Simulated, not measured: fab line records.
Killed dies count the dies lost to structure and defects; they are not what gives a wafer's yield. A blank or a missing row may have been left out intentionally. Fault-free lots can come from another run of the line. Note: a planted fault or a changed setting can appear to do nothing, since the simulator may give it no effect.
Chamber matching	flow n5 finfet	4 sister chambers for N5_BEOL_M9_ETCH_62 on rie diel-06
The step etches SOC in N2/H2, target depth 110 nm, overetch 22 nm, time 165 s. 8 wafers are shown with their chamber, then 8 later ones without.

EACH WAFER AND ITS CHAMBER
wafer	chamber	showerhead plenum p Torr (Torr)	drypump motor current A (A)
L076.6	0	2.48	5.9
L074.5	2	2.60	5.2
L082.5	3	2.32	6.3
L082.6	0	2.47	5.9
L091.2	1	2.58	5.8
L091.3	2	2.59	5.3
L091.4	3	2.31	6.3
L092.2	1	2.58	5.7

WAFERS WITHOUT THEIR CHAMBER
wafer	showerhead plenum p Torr (Torr)	drypump motor current A (A)
L092.5	2.59	5.2
L092.6	2.58	5.7
L094.1	2.58	5.8
L094.4	2.31	6.3
L094.6	2.46	5.9
L097.3	2.59	5.2
L097.4	2.46	5.9
L097.6	2.58	5.7

WHICH CHAMBER EACH ONE RAN IN
wafer	from the rows above	in truth
L092.5	2	2
L092.6	1	1
L094.1	1	1
L094.4	3	3
L094.6	0	0
L097.3	2	2
L097.4	0	0
L097.6	1	1
Placed correctly: 8 of 8. Can't be placed from these rows: 0. Placed wrongly: 0.
How it was worked out, from the rows above alone: a wafer's distance from a chamber is the root of the sum, over the readings, of the square of ((its reading less the chamber's mean) divided by the reading's scatter). The wafer belongs to the nearest chamber; if the next one is less than 2 further off, it can't be placed. Each chamber's mean is taken over the wafers shown for it. The scatter is the square root of a quotient: the sum, over the shown wafers, of each reading's squared deviation from its chamber's mean, divided by wafers minus chambers.
